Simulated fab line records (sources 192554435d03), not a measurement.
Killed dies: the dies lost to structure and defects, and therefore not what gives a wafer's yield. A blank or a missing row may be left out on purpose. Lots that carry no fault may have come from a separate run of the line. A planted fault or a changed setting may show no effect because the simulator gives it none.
Which tool was responsible? | flow n5_finfet | 30 wafers from 10 lots sampled at 3 of the route's 1938 steps

== WHAT EACH GAUGE READ, for each wafer ==
N5_BEOL_M15_THK_MEAS_01.
lot  | measured     | on            | M15_ILD_THK (nm)
L276 | day 14 07:13 | film_metro-01 | 1568 1625 1621
L277 | day 14 13:38 | film_metro-01 | 1618 1646 1659
L282 | day 15 17:19 | film_metro-01 | 1606 1639 1675
L283 | day 16 05:48 | film_metro-01 | 1603 1656 1623
L293 | day 16 22:42 | film_metro-01 | 1589 1574 1615
L289 | day 17 08:17 | film_metro-02 | 1604 1592 1605
L288 | day 17 16:02 | film_metro-01 | 1620 1617 1654
L290 | day 17 18:26 | film_metro-02 | 1581 1599 1649
L295 | day 20 00:28 | film_metro-02 | 1572 1580 1604
L296 | day 20 04:29 | film_metro-02 | 1580 1624 1616

== EACH LOT AND THE TOOL THAT RAN IT (in order: tool; ch and the chambers of the sampled wafers; start) ==
lot  | N5_BEOL_M14_ETCH_68                | N5_BEOL_M14_STRIP_37
L276 | rie_diel-02 ch 0,1,3, day 14 02:17 | rie_diel-04 ch 0,1,3, day 14 04:23
L277 | rie_diel-04 ch 2,3, day 14 10:15   | rie_diel-05 ch 0,1,2, day 14 11:02
L282 | rie_diel-05 ch 0,1,3, day 15 14:49 | rie_diel-05 ch 0,3, day 15 15:20
L283 | rie_diel-02 ch 0,1,2, day 15 22:53 | rie_diel-02 ch 0,1,2, day 16 03:55
L293 | rie_diel-05 ch 0,2,3, day 16 15:53 | rie_diel-05 ch 0,1,2, day 16 19:55
L289 | rie_diel-04 ch 0,1, day 17 04:11   | rie_diel-02 ch 0,3, day 17 04:41
L288 | rie_diel-05 ch 1,2, day 17 11:11   | rie_diel-02 ch 0,3, day 17 13:17
L290 | rie_diel-04 ch 0,1,2, day 17 13:39 | rie_diel-05 ch 0,1,2, day 17 16:07
L295 | rie_diel-04 ch 1,2,3, day 19 20:44 | rie_diel-02 ch 0,3, day 19 22:28
L296 | rie_diel-04 ch 0,1,3, day 20 01:07 | rie_diel-05 ch 0,2, day 20 02:31
- N5_BEOL_M14_ETCH_68: etches SOC in N2/H2, time 450 s.
- N5_BEOL_M14_STRIP_37: strips in O2.

== THE ANSWER, worked out from the rows above alone ==
Rule: what is usual is taken from the lots themselves. The widest of any qualifying gaps counts: lots, ordered by their means at a reading, are off when they make up no more than a third of the lots, leave a main group of 4 or more, and stand apart from it by 3 or more times the standard deviation of that group's means. A main group whose means are all the same, to the digits that the tables above print for the reading, isn't used. A lot without any number at a reading at which 4 lots or more have one is off too. The other lots that the step has rows for count as sound.
No lot is off on any of the readings shown, so nothing can be concluded from this.

== WHAT HAD BEEN PUT IN BY THE SIMULATOR ==
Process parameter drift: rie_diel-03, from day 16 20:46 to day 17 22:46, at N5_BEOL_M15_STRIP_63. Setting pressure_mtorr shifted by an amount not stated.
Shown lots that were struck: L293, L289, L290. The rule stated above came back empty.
